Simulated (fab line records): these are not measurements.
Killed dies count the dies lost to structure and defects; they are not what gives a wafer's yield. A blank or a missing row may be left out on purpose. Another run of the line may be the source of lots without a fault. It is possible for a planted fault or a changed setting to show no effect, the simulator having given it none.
Which tool was responsible? -- flow n5_finfet -- at 1 step of a route of 1938, 12 lots with 36 wafers sampled

WHAT THE GAUGES SHOWED, per wafer
N5_BEOL_M3_CD_MEAS_18: pitch 36 nm, target cd 18 nm.
lot,measured,on,cd_nm (nm)
L076,day 7 09:16,cd_sem-01,17.2 17.0 17.8
L077,day 7 17:51,cd_sem-02,17.0 18.0 17.3
L079,day 8 08:35,cd_sem-01,17.3 17.1 17.5
L081,day 8 15:28,cd_sem-01,17.9 18.2 17.9
L083,day 9 09:20,cd_sem-03,18.2 18.1 17.6
L085,day 10 01:27,cd_sem-01,17.9 17.9 17.7
L088,day 10 09:01,cd_sem-03,17.9 18.4 18.0
L089,day 10 16:07,cd_sem-03,17.8 17.6 17.5
L090,day 11 01:11,cd_sem-01,18.1 17.5 17.5
L092,day 12 10:22,cd_sem-01,17.9 17.8 17.6
L095,day 12 15:22,cd_sem-03,18.4 17.6 17.6
L097,day 13 01:34,cd_sem-03,18.0 17.7 17.5

WHAT TOOL EACH LOT RAN ON (gives the tool, then ch and the chambers of the sampled wafers, and finally the start)
The record holds no process step before these readings.

THE ANSWER, worked out from the rows above alone
Rule: what is usual is taken from the lots themselves. The widest of any qualifying gaps counts: lots, ordered by their means at a reading, are off when they make up no more than a third of the lots, leave a main group of 4 or more, and stand apart from it by 3 or more times the standard deviation of that group's means. If all means in a main group match to the digits the tables above print for the reading, that group is not used. A lot without any number at a reading at which 4 lots or more have one is off too. The other lots that the step has rows for count as sound.
No lot is off at any reading shown: from this, nothing can be told.

WHAT THE SIMULATOR PUT IN
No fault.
